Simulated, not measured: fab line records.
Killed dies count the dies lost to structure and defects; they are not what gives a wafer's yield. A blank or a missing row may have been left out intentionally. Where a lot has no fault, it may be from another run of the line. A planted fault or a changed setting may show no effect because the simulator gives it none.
fab line records + flow n5Finfet
record
- lots=4
- wafers=12
- lastDay=22
route steps=1938 shown BEOL_M4@1099 BEOL_M5@1112 BEOL_M12@1653 PASSIVATION@1936
lots untouched by any fault: they come from a run of this same line in which no faults occurred
startH: hours from the record's opening day to when the first of the lot's shown wafers began + waitH: time in hours since the lot's previous step + " as in the row above + L1.1+2: a row that stands for several wafers + - either no value or no given start + * or withheld: withheld + < > ~ a bound
route shown NAME@n: names a module that has steps shown in the file, with the first one's number in the route + usual: mean and standard deviation over wafers with no fault + same: alike in all rows + chamber/n: place in a boat + sites: each site's reading + _std_site: the standard deviation of these + _edge_site: outer sites' mean less inner sites' + radiusMm: how far each site lies from the wafer's centre + mask NAME#n: copy n + behind: the tool/chamber that last shaped the wafer + hold: why the lot was held/for how many hours/how that ended + device: transistor that didn't switch, given as n, p or np + end of line: the tests these same wafers got at the end of their route + a step with no rows: only its recipe + killed: not the wafer's yield, but the dies lost to structure and defects at the first sort + map: dies across one wafer; x = killed, . = not, _ = none there
set.NAME: the setting that was run; set.NAME@STEP: the one run at that earlier step + model.NAME: the simulator's own value behind a step, which no gauge read
lots seen at some steps along the route; tables by step, rows by wafer
services: a tool's chamber out of use, with start hour (startH, from the record's first day; less than 0 if before it), hours out, and reason
## steps
# step N5_BEOL_M4_ANNEAL_95
# recipe
- tempC=400
- timeS=240
- ambient=vacuum
# step N5_BEOL_M4_SPUTTER_96
# recipe
- material=Cu
- targetThkA=45
- tempC=-20
- chamberPressurePa=0.07
- powerW=withheld
- timeS=8.29
# step N5_BEOL_M4_ECD_50
# recipe
- material=Cu
- targetThkA=3000
# step N5_BEOL_M4_ANNEAL_51
# recipe
- tempC=225
- timeS=90
- ambient=N2
# step N5_BEOL_M4_CMP_52
# recipe
- stopOn=SiOC
- tOverpolishS=6.8
- downForcePsi=1
- platenRpm=50
- clearingPlatenDownForcePsi=1.5
- clearingPlatenRpm=50
- postCmpClean=cuAlkaline
- targetThkNm=40
- clearingPlatenPadVelocityMS=0.99484
- padVelocityMS=0.99484
# step N5_BEOL_M4_PRE_CLEAN_60
# recipe
- gas=NH3/H2
- timeS=15
- tempC=*
- rfPowerW=300
# step N5_BEOL_M4_CO_CAP_55
# recipe
- material=Co
- targetThkA=20
- tempC=200
- precursor=CCTBA/H2
- pressureTorr=30
- timeS=102.1
# step N5_BEOL_M4_PRE_CLEAN_56
# recipe
- gas=NH3
- timeS=15
- tempC=withheld
- rfPowerW=300
# step N5_BEOL_M4_DEP_57
# recipe
- material=SiCN
- targetThkA=80
- tempC=withheld
- precursor=3MS/NH3
- pressureTorr=3
- rfW=202
- timeS=14
# step N5_BEOL_M4_RC_MEAS_101
# usual
- DIBL_N=36.3/1.1
- DIBL_P=36.3/1.4
- IOFF_N=0.155/0.019
- IOFF_P=0.211/0.027
- ION_N=672/8.5
- ION_P=462/5.8
- SS_N=71.5/0.56
- SS_P=73.3/0.52
- VT_N=249.9/2.5
- VT_P=-249.8/2.8
| lot.wafer | tool      | chamber | startH | waitH | DIBL_N[mV/V] | DIBL_P[mV/V] | IOFF_N[nA/um] | IOFF_P[nA/um] | ION_N[uA/um] | ION_P[uA/um] | SS_N[mV/dec] | SS_P[mV/dec] | VT_N[mV] | VT_P[mV] |
|-----------|-----------|---------|--------|-------|--------------|--------------|---------------|---------------|--------------|--------------|--------------|--------------|----------|----------|
| L808.1    | prober-02 | 0       | 311.05 | 0.0   | 37.1         | 38.0         | 0.147         | 0.188         | 670          | 454          | 71.0         | 73.7         | 251.5    | -250.6   |
| L808.5    | "         | 0       | "      | "     | 36.5         | 37.2         | 0.148         | 0.181         | 670          | 455          | 71.5         | 72.3         | 249.4    | -254.8   |
| L808.6    | "         | 0       | "      | "     | 36.9         | 37.3         | 0.154         | 0.184         | 675          | 455          | 70.8         | 73.3         | 250.4    | -252.2   |
| L818.2    | prober-02 | 0       | 391.49 | 0.2   | 35.5         | 36.1         | 0.146         | 0.202         | 671          | 463          | 71.5         | 72.4         | 251.1    | -248.8   |
| L818.3    | "         | 0       | "      | "     | 36.0         | 36.0         | 0.147         | 0.205         | 675          | 466          | 70.9         | 72.3         | 251.9    | -248.4   |
| L818.6    | "         | 0       | "      | "     | 34.5         | 34.1         | 0.123         | 0.172         | 663          | 464          | 70.9         | 72.8         | 253.5    | -252.7   |
| L814.4    | prober-01 | 0       | 391.78 | 0.5   | 35.9         | 36.0         | 0.159         | 0.206         | 676          | 458          | 71.5         | 72.8         | 250.5    | -248.7   |
| L814.5    | "         | 0       | "      | "     | 36.1         | 36.5         | 0.168         | 0.222         | 681          | 466          | 71.4         | 73.5         | 247.5    | -247.2   |
| L814.6    | "         | 0       | "      | "     | 35.2         | 35.5         | 0.148         | 0.201         | 674          | 467          | 70.6         | 73.2         | 250.6    | -250.8   |
| L821.1    | prober-01 | 0       | 400.81 | 0.0   | 36.4         | 35.7         | 0.167         | 0.213         | 677          | 456          | 72.0         | 73.1         | 249.3    | -249.3   |
| L821.2    | "         | 0       | "      | "     | 35.8         | 35.1         | 0.154         | 0.208         | 673          | 455          | 72.6         | 73.7         | 249.8    | -249.9   |
| L821.5    | "         | 0       | "      | "     | 35.6         | 34.6         | 0.155         | 0.197         | 673          | 460          | 72.1         | 73.2         | 248.3    | -250.5   |
# step N5_BEOL_M5_ILD_DEP_00
# recipe
- material=SiCOH_lowk
- targetThkA=1406.4
- tempC=300
- precursor=DEMS/porogen
- pressureTorr=5
- rfW=500
- timeS=25.9
# step N5_BEOL_M5_CURE_79
# recipe
- tempC=385
- timeS=240
- ambient=He/Ar
- material=SiCOH_lowk
# step N5_BEOL_M5_PECVD_70
# recipe
- material=SiO2
- targetThkA=160
- tempC=400
- precursor=TEOS/O2
- pressureTorr=5.5
- rfW=450
- teosFlowSccm=53.8
- gas=O2
- flowSccm=3000
- timeS=18
# step N5_BEOL_M5_HM_DEP_02
# recipe
- material=TiN
- targetThkA=200
- tempC=25
- chamberPressurePa=0.49996
# step N5_BEOL_M5_COAT_59
# recipe
- resist=SOC
- tempC=250
- timeS=60
- spinRpm=1500
- resistThkNm=60
# step N5_BEOL_M5_COAT_60
# recipe
- resist=SiARC
- tempC=220
- timeS=60
- spinRpm=1500
- resistThkNm=12
# step N5_BEOL_M5_COAT_71
# recipe
- resist=underlayer
- tempC=205
- timeS=60
- spinRpm=1500
- resistThkNm=5
# step N5_BEOL_M5_COAT_05
# recipe
- resist=CAR-EUV
- spinRpm=1500
- resistThkNm=30
# step N5_BEOL_M5_EBR_07
# recipe
- solvent=PGMEA
- ebrWidthMm=1.5
# step N5_BEOL_M5_SOFTBAKE_06
# recipe
- tempC=110
- timeS=60
- resist=CAR-EUV
# step N5_BEOL_M5_EXPOSE_08
# recipe
- maskId=M5
- na=0.33
- sourceShape=annular
- sigmaInner=0.4
- sigmaOuter=0.8
- polarization=unpolarized
- targetCdNm=28
- doseMj=35.75
# step N5_BEOL_M5_PEB_09
# recipe
- pebTempC=100
- pebTimeS=60
- resist=CAR-EUV
# step N5_BEOL_M5_DEVELOP_10
# recipe
- developTimeS=30
- developer=TMAH
- resist=CAR-EUV
- rinseLiquid=surfactantRinse
- dry=airSpin
- devTempC=23
# step N5_BEOL_M5_DESCUM_16
# recipe
- chemistry=O2
- timeS=7
- sourcePowerW=50
- biasPowerW=20
- pressureMtorr=20
- rfFrequencyHz=2.712e+07
- tempC=40
- resist=CAR-EUV
- o2FlowSccm=225
# step N5_BEOL_M5_ETCH_72
# recipe
- chemistry=N2/H2
- target=underlayer
- targetDepthA=65
- maskMaterial=CAR-EUV
- timeS=5.2
- ionEnergyEv=200
- pressureMtorr=30
- sourceW=840
- biasW=150
- n2FlowSccm=200
- h2FlowSccm=200
- ends=cleared
# step N5_BEOL_M5_ETCH_61
# recipe
- chemistry=CF4
- target=SiARC
- targetDepthA=156
- maskMaterial=CAR-EUV
- timeS=26
- ionEnergyEv=80
- pressureMtorr=40
- sourceW=545
- biasW=36
- Ar_flow_sccm=100
- cf4FlowSccm=100
- ends=cleared
# step N5_BEOL_M5_ETCH_62
# recipe
- chemistry=N2/H2
- target=SOC
- targetDepthA=750
- overetchA=150
- maskMaterial=SiARC
- tempC=40
- timeS=112.5
- ionEnergyEv=200
- pressureMtorr=30
- sourceW=840
- biasW=150
- n2FlowSccm=200
- h2FlowSccm=200
# step N5_BEOL_M5_STRIP_63
# recipe
- chemistry=N2/H2
- tempC=40
- n2FlowSccm=200
- h2FlowSccm=200
- rfFrequencyHz=6e+07
# step N5_BEOL_M5_STRIP_73
# recipe
- chemistry=N2/H2
- tempC=40
- n2FlowSccm=200
- h2FlowSccm=200
- rfFrequencyHz=6e+07
# step N5_BEOL_M5_STRIP_64
# recipe
- chemistry=CF4
- resist=SiARC
- powerW=300
- biasPowerW=75
- pressureMtorr=50
- cf4FlowSccm=150
- rfFrequencyHz=6e+07
# step N5_BEOL_M5_HM_OPEN_17
# recipe
- chemistry=Cl2/BCl3
- targetDepthA=200
- overetchA=60
- target=TiN
- maskMaterial=SOC
- ionEnergyEv=150
- pressureMtorr=10
- icpW=1000
- biasW=126
- Cl2_flow_sccm=53.25
- bcl3FlowSccm=21.75
- Ar_flow_sccm=25
# step N5_BEOL_M5_STRIP_19
# recipe
- chemistry=O2
- powerW=400
- tempC=40
- pressureMtorr=30
- rfFrequencyHz=6e+07
- biasPowerW=0
- overashFraction=0.2
- o2FlowSccm=225
# step N5_BEOL_M5_COAT_65
# recipe
- resist=SOC
- tempC=250
- timeS=60
- spinRpm=1500
- resistThkNm=60
# step N5_BEOL_M5_COAT_66
# recipe
- resist=SiARC
- tempC=220
- timeS=60
- spinRpm=1500
- resistThkNm=12
# step N5_BEOL_M12_CMP_49
# recipe
- stopOn=SiOC
- tOverpolishS=20.6
- downForcePsi=1
- platenRpm=50
- clearingPlatenDownForcePsi=1.5
- clearingPlatenRpm=50
- postCmpClean=cuAlkaline
- targetThkNm=320
- clearingPlatenPadVelocityMS=0.99484
- padVelocityMS=0.99484
# usual
- barrierFieldEndpointS=30.6/0.7
- motorCurrentA=6.2/0.56
- overpolishRunS=20.599/0.0097
| lot.wafer | tool   | chamber | startH | waitH | barrierFieldEndpointS | motorCurrentA | overpolishRunS |
|-----------|--------|---------|--------|-------|-----------------------|---------------|----------------|
| L808.1    | cmp-04 | 0       | 382.83 | 0.4   | 30.1                  | 5.8           | 20.605         |
| L808.6    | "      | 1       | "      | "     | 30.0                  | 7.1           | 20.610         |
| L808.5    | "      | 2       | "      | "     | 30.6                  | 6.2           | 20.599         |
| L814.4    | cmp-04 | 3       | 470.63 | 0.1   | 60.2                  | 6.5           | 6.099          |
| L814.6    | "      | 3       | "      | "     | 60.5                  | 6.7           | 5.807          |
| L814.5    | "      | 0       | "      | "     | 30.2                  | 5.8           | 20.596         |
| L821.1    | cmp-02 | 3       | 475.48 | 0.3   | 31.1                  | 5.3           | 20.604         |
| L821.2    | "      | 2       | "      | "     | 31.6                  | 6.8           | 20.595         |
| L821.5    | "      | 0       | "      | "     | 31.2                  | 5.8           | 20.593         |
| L818.2    | cmp-04 | 2       | 480.44 | 0.2   | 30.4                  | 6.1           | 20.586         |
| L818.3    | "      | 3       | "      | "     | 30.3                  | 6.7           | 20.596         |
| L818.6    | "      | 2       | "      | "     | 61.9                  | 6.3           | 4.447          |
# step N5_BEOL_M12_THK_MEAS_50
# recipe
- thkMeasGauge=xrf
- reads=Cu_of_BEOL_M12_ECD_47
# usual
- M12_THK=314/4.6
| lot.wafer | tool         | chamber | startH | waitH | M12_THK[nm] |
|-----------|--------------|---------|--------|-------|-------------|
| L808.1    | filmMetro-02 | -       | 383.02 | 0.1   | 313         |
| L808.5    | "            | -       | "      | "     | 313         |
| L808.6    | "            | -       | "      | "     | 312         |
| L814.4    | filmMetro-02 | -       | 470.93 | -     | 608         |
| L814.5    | "            | -       | "      | "     | 325         |
| L814.6    | "            | -       | "      | "     | 594         |
| L821.1    | filmMetro-01 | -       | 475.77 | -     | 312         |
| L821.2    | "            | -       | "      | "     | 317         |
| L821.5    | "            | -       | "      | "     | 321         |
| L818.2    | filmMetro-02 | -       | 480.74 | -     | 313         |
| L818.3    | "            | -       | "      | "     | 314         |
| L818.6    | "            | -       | "      | "     | 614         |
# step N5_BEOL_M12_INSPECT_55
# recipe
- inspectInstrument=darkfield
- mode=postDep
# usual
- rawDefectCount=67/23
| lot.wafer | tool             | chamber | startH | waitH | rawDefectCount |
|-----------|------------------|---------|--------|-------|----------------|
| L808.1    | defectInspect-01 | -       | 383.17 | 0.0   | 76             |
| L808.5    | "                | -       | "      | "     | 48             |
| L808.6    | "                | -       | "      | "     | 69             |
| L814.4    | defectInspect-01 | -       | 471.08 | 0.0   | 4742           |
| L814.5    | "                | -       | "      | "     | 42             |
| L814.6    | "                | -       | "      | "     | 4764           |
| L821.1    | defectInspect-01 | -       | 475.92 | 0.0   | 98             |
| L821.2    | "                | -       | "      | "     | 75             |
| L821.5    | "                | -       | "      | "     | 54             |
| L818.2    | defectInspect-01 | -       | 480.89 | 0.0   | 77             |
| L818.3    | "                | -       | "      | "     | 111            |
| L818.6    | "                | -       | "      | "     | 4878           |
# step N5_PASSIVATION_PROBE_49
# usual
- defectLimitedYield=91.4/1.2
- killed_at_M0_to_M3=34/10
- killed_at_M4_up=14/5.1
- killedAtContacts=12/6.4
- killedAtFrontEnd=38/9.3
- killedAtOther=4/3
- killedDies=102/15
- killedOnRim=13/3.6
- killedOpen=67/12
- killedShort=33/6.9
- sort_bin_5_function=5.0/0.86
- sort_bin_6_memory=3.2/0.58
- sortNPass=1078/15
- sortYieldPct=91.4/1.2
# same
- grossDies=1180
- killedAtBackSide=0
- sort_bin_4_leakage[%]=0
- sort_bin_8_speed[%]=0
| lot.wafer | tool      | chamber | startH | waitH | defectLimitedYield[%] | killed_at_M0_to_M3 | killed_at_M4_up | killedAtContacts | killedAtFrontEnd | killedAtOther | killedDies | killedOnRim | killedOpen | killedShort | sort_bin_5_function[%] | sort_bin_6_memory[%] | sortNPass | sortYieldPct[%] |
|-----------|-----------|---------|--------|-------|-----------------------|--------------------|-----------------|------------------|------------------|---------------|------------|-------------|------------|-------------|------------------------|----------------------|-----------|-----------------|
| L808.1    | prober-02 | -       | 422.19 | 0.4   | 93.1                  | 29                 | 13              | 11               | 19               | 9             | 81         | 9           | 49         | 28          | 4.2                    | 2.5                  | 1099      | 93.1            |
| L808.5    | prober-02 | -       | 422.39 | 0.6   | 92.6                  | 31                 | 9               | 6                | 36               | 5             | 87         | 14          | 57         | 26          | 3.9                    | 3.2                  | 1093      | 92.6            |
| L808.6    | prober-02 | -       | 422.44 | 0.6   | 92.5                  | 27                 | 13              | 5                | 36               | 8             | 89         | 15          | 53         | 35          | 4.2                    | 2.9                  | 1091      | 92.5            |
| L814.4    | prober-01 | -       | 505.39 | 0.2   | 0                     | 39                 | 1102            | 8                | 28               | 3             | 1180       | 152         | 53         | 35          | 4.8                    | 2.1                  | 0         | 0               |
| L814.5    | prober-01 | -       | 505.44 | 0.2   | 92.6                  | 33                 | 12              | 6                | 27               | 9             | 87         | 18          | 54         | 33          | 4.2                    | 2.6                  | 1093      | 92.6            |
| L814.6    | prober-01 | -       | 505.49 | 0.3   | 0                     | 30                 | 1125            | 4                | 19               | 2             | 1180       | 152         | 45         | 29          | 4.0                    | 1.9                  | 0         | 0               |
| L818.2    | prober-01 | -       | 522.31 | 0.1   | 92.9                  | 30                 | 17              | 8                | 27               | 2             | 84         | 13          | 55         | 25          | 3.8                    | 3.1                  | 1096      | 92.9            |
| L818.3    | prober-01 | -       | 522.36 | 0.1   | 93.1                  | 37                 | 15              | 12               | 17               | 1             | 82         | 8           | 52         | 27          | 4.6                    | 2.4                  | 1098      | 93.1            |
| L818.6    | prober-01 | -       | 522.51 | 0.3   | 0                     | 40                 | 1108            | 15               | 17               | 0             | 1180       | 152         | 54         | 38          | 4.7                    | 2.7                  | 0         | 0               |
# killed by level:class
L808.1 MOL_CONTACT_COAG:geometricParticle:open=10 BEOL_M0_SAQP:geometricParticle:open=8 BEOL_M0_SAQP:geometricParticle:short=6 STI_FIN_REVEAL:geometricParticle:open=5 BEOL_M2:geometricParticle:open=5 DUMMY_GATE:geometricParticle:open=4 GATE_CUT:geometricParticle:short=3 BEOL_M4:geometricParticle:open=3
L808.5 FIN_SAQP:geometricParticle:open=7 BEOL_M2:geometricParticle:open=7 BEOL_M0_SAQP:geometricParticle:short=6 BEOL_M0_SAQP:geometricParticle:open=6 BEOL_M3:geometricParticle:open=6 GATE_CUT:geometricParticle:open=5 GATE_CUT:geometricParticle:short=5 MOL_CONTACT_COAG:geometricParticle:open=4
L808.6 FIN_SAQP:geometricParticle:open=8 BEOL_M4:geometricParticle:open=7 BEOL_M1:geometricParticle:open=6 FIN_SAQP:geometricParticle:short=5 BEOL_M0_SAQP:geometricParticle:short=5 BEOL_M0_SAQP:geometricParticle:open=5 DUMMY_GATE:geometricParticle:open=4 GATE_CUT:geometricParticle:short=4
L814.4 BEOL_M12:areaCmp=1091 BEOL_M0_SAQP:geometricParticle:short=9 MOL_CONTACT_COAG:geometricParticle:open=7 BEOL_M0_SAQP:geometricParticle:open=7 BEOL_M3:geometricParticle:open=7 FIN_SAQP:geometricParticle:short=6 STI_FIN_REVEAL:geometricParticle:open=5 FIN_SAQP:geometricParticle:open=4
L814.5 BEOL_M0_SAQP:geometricParticle:open=10 BEOL_M0_SAQP:geometricParticle:short=7 BEOL_M2:geometricParticle:open=6 BEOL_M4:geometricParticle:open=5 FIN_SAQP:geometricParticle:open=4 FIN_SAQP:geometricParticle:short=4 STI_FIN_REVEAL:geometricParticle:open=4 MOL_CONTACT_COAG:geometricParticle:open=4
L814.6 BEOL_M12:areaCmp=1106 BEOL_M2:geometricParticle:open=10 BEOL_M0_SAQP:geometricParticle:short=8 BEOL_M4:geometricParticle:open=8 FIN_SAQP:geometricParticle:short=5 GATE_CUT:geometricParticle:short=4 MOL_CONTACT_COAG:geometricParticle:open=4 BEOL_M0_SAQP:geometricParticle:open=4
L818.2 MOL_CONTACT_COAG:geometricParticle:open=7 BEOL_M0_SAQP:geometricParticle:short=7 BEOL_M0_SAQP:geometricParticle:open=7 GATE_CUT:geometricParticle:short=6 BEOL_M4:geometricParticle:open=6 STI_FIN_REVEAL:geometricParticle:open=5 FIN_SAQP:geometricParticle:open=4 GATE_CUT:geometricParticle:open=4
L818.3 BEOL_M2:geometricParticle:open=11 MOL_CONTACT_COAG:geometricParticle:open=9 BEOL_M0_SAQP:geometricParticle:short=9 BEOL_M4:geometricParticle:open=6 BEOL_M0_SAQP:geometricParticle:open=5 FIN_SAQP:geometricParticle:open=4 FIN_SAQP:geometricParticle:short=3 STI_FIN_REVEAL:geometricParticle:open=3
L818.6 BEOL_M12:areaCmp=1086 MOL_CONTACT_COAG:geometricParticle:open=9 BEOL_M2:geometricParticle:open=9 BEOL_M4:geometricParticle:open=7 BEOL_M0_SAQP:geometricParticle:short=7 MOL_CONTACT_COAG:geometricParticle:short=6 BEOL_M0_SAQP:geometricParticle:open=6 STI_FIN_REVEAL:geometricParticle:short=5
# map L814.4 (x killed, . not)
_________________xxxxxxxxxxxx________________
______________xxxxxxxxxxxxxxxxxx_____________
___________xxxxxxxxxxxxxxxxxxxxxxxx__________
__________xxxxxxxxxxxxxxxxxxxxxxxxxx_________
________xxxxxxxxxxxxxxxxxxxxxxxxxxxxxx_______
_______xxxxxxxxxxxxxxxxxxxxxxxxxxxxxxxx______
______xxxxxxxxxxxxxxxxxxxxxxxxxxxxxxxxxx_____
_____xxxxxxxxxxxxxxxxxxxxxxxxxxxxxxxxxxxx____
____xxxxxxxxxxxxxxxxxxxxxxxxxxxxxxxxxxxxxx___
___xxxxxxxxxxxxxxxxxxxxxxxxxxxxxxxxxxxxxxxx__
___xxxxxxxxxxxxxxxxxxxxxxxxxxxxxxxxxxxxxxxx__
__xxxxxxxxxxxxxxxxxxxxxxxxxxxxxxxxxxxxxxxxxx_
__xxxxxxxxxxxxxxxxxxxxxxxxxxxxxxxxxxxxxxxxxx_
_xxxxxxxxxxxxxxxxxxxxxxxxxxxxxxxxxxxxxxxxxxxx
_xxxxxxxxxxxxxxxxxxxxxxxxxxxxxxxxxxxxxxxxxxxx
_xxxxxxxxxxxxxxxxxxxxxxxxxxxxxxxxxxxxxxxxxxxx
_xxxxxxxxxxxxxxxxxxxxxxxxxxxxxxxxxxxxxxxxxxxx
_xxxxxxxxxxxxxxxxxxxxxxxxxxxxxxxxxxxxxxxxxxxx
_xxxxxxxxxxxxxxxxxxxxxxxxxxxxxxxxxxxxxxxxxxxx
_xxxxxxxxxxxxxxxxxxxxxxxxxxxxxxxxxxxxxxxxxxxx
_xxxxxxxxxxxxxxxxxxxxxxxxxxxxxxxxxxxxxxxxxxxx
__xxxxxxxxxxxxxxxxxxxxxxxxxxxxxxxxxxxxxxxxxx_
__xxxxxxxxxxxxxxxxxxxxxxxxxxxxxxxxxxxxxxxxxx_
___xxxxxxxxxxxxxxxxxxxxxxxxxxxxxxxxxxxxxxxx__
___xxxxxxxxxxxxxxxxxxxxxxxxxxxxxxxxxxxxxxxx__
____xxxxxxxxxxxxxxxxxxxxxxxxxxxxxxxxxxxxxx___
_____xxxxxxxxxxxxxxxxxxxxxxxxxxxxxxxxxxxx____
______xxxxxxxxxxxxxxxxxxxxxxxxxxxxxxxxxx_____
_______xxxxxxxxxxxxxxxxxxxxxxxxxxxxxxxx______
________xxxxxxxxxxxxxxxxxxxxxxxxxxxxxx_______
__________xxxxxxxxxxxxxxxxxxxxxxxxxx_________
___________xxxxxxxxxxxxxxxxxxxxxxxx__________
______________xxxxxxxxxxxxxxxxxx_____________
_________________xxxxxxxxxxxx________________
# map L818.6 (x killed, . not)
_________________xxxxxxxxxxxx________________
______________xxxxxxxxxxxxxxxxxx_____________
___________xxxxxxxxxxxxxxxxxxxxxxxx__________
__________xxxxxxxxxxxxxxxxxxxxxxxxxx_________
________xxxxxxxxxxxxxxxxxxxxxxxxxxxxxx_______
_______xxxxxxxxxxxxxxxxxxxxxxxxxxxxxxxx______
______xxxxxxxxxxxxxxxxxxxxxxxxxxxxxxxxxx_____
_____xxxxxxxxxxxxxxxxxxxxxxxxxxxxxxxxxxxx____
____xxxxxxxxxxxxxxxxxxxxxxxxxxxxxxxxxxxxxx___
___xxxxxxxxxxxxxxxxxxxxxxxxxxxxxxxxxxxxxxxx__
___xxxxxxxxxxxxxxxxxxxxxxxxxxxxxxxxxxxxxxxx__
__xxxxxxxxxxxxxxxxxxxxxxxxxxxxxxxxxxxxxxxxxx_
__xxxxxxxxxxxxxxxxxxxxxxxxxxxxxxxxxxxxxxxxxx_
_xxxxxxxxxxxxxxxxxxxxxxxxxxxxxxxxxxxxxxxxxxxx
_xxxxxxxxxxxxxxxxxxxxxxxxxxxxxxxxxxxxxxxxxxxx
_xxxxxxxxxxxxxxxxxxxxxxxxxxxxxxxxxxxxxxxxxxxx
_xxxxxxxxxxxxxxxxxxxxxxxxxxxxxxxxxxxxxxxxxxxx
_xxxxxxxxxxxxxxxxxxxxxxxxxxxxxxxxxxxxxxxxxxxx
_xxxxxxxxxxxxxxxxxxxxxxxxxxxxxxxxxxxxxxxxxxxx
_xxxxxxxxxxxxxxxxxxxxxxxxxxxxxxxxxxxxxxxxxxxx
_xxxxxxxxxxxxxxxxxxxxxxxxxxxxxxxxxxxxxxxxxxxx
__xxxxxxxxxxxxxxxxxxxxxxxxxxxxxxxxxxxxxxxxxx_
__xxxxxxxxxxxxxxxxxxxxxxxxxxxxxxxxxxxxxxxxxx_
___xxxxxxxxxxxxxxxxxxxxxxxxxxxxxxxxxxxxxxxx__
___xxxxxxxxxxxxxxxxxxxxxxxxxxxxxxxxxxxxxxxx__
____xxxxxxxxxxxxxxxxxxxxxxxxxxxxxxxxxxxxxx___
_____xxxxxxxxxxxxxxxxxxxxxxxxxxxxxxxxxxxx____
______xxxxxxxxxxxxxxxxxxxxxxxxxxxxxxxxxx_____
_______xxxxxxxxxxxxxxxxxxxxxxxxxxxxxxxx______
________xxxxxxxxxxxxxxxxxxxxxxxxxxxxxx_______
__________xxxxxxxxxxxxxxxxxxxxxxxxxx_________
___________xxxxxxxxxxxxxxxxxxxxxxxx__________
______________xxxxxxxxxxxxxxxxxx_____________
_________________xxxxxxxxxxxx________________
## services
| tool   | chamber | startH | hours | kind   |
|--------|---------|--------|-------|--------|
| cmp-02 | -       | 393.48 | 1.2   | repair |
| cmp-04 | -       | 410.30 | 0.6   | repair |
| cmp-02 | -       | 434.92 | 0.9   | repair |
| cmp-04 | -       | 435.98 | 3.0   | pm     |
| cmp-04 | -       | 453.98 | 4.5   | repair |
## key
firstSign
- step=N5_BEOL_M12_CMP_49
- reading=overpolishRunS
- direction=down
- sigmas=99+
- usual=20.599
- struck=5.451
effect
- step=N5_BEOL_M12_CMP_49
- reading=barrierFieldEndpointS
- direction=up
- sigmas=43
- usual=30.6
- struck=60.8
effect
- step=N5_BEOL_M12_THK_MEAS_50
- reading=M12_THK
- direction=up
- sigmas=64
- usual=314
- struck=605
effect
- step=N5_BEOL_M12_INSPECT_55
- reading=rawDefectCount
- direction=up
- sigmas=99+
- usual=67
- struck=4795
effect
- step=N5_PASSIVATION_PROBE_49
- reading=killed_at_M4_up
- direction=up
- sigmas=99+
- usual=14
- struck=1112
moreKillsBornAt
- N5_BEOL_M12_CMP_49@cmp-04=3283
metAt N5_BEOL_M12_CMP_49
struckWafers L814.4,L814.6,L818.6
laterRowsLeftOut L814.4,L814.6,L818.6
onsetBetween 382.83 470.63
fault
- kind=processParameterDrift
- tool=cmp-04
- chamber=-
- onsetH=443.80
- steps=N5_BEOL_M12_CMP_49
- channel=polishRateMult
- offset=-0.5
- shape=step
- endH=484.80
- scope=struckWafersOnly
# laterRowsLeftOut: the simulator's readings of these wafers behind a module that went badly wrong aren't trusted and aren't shown, but for the sort
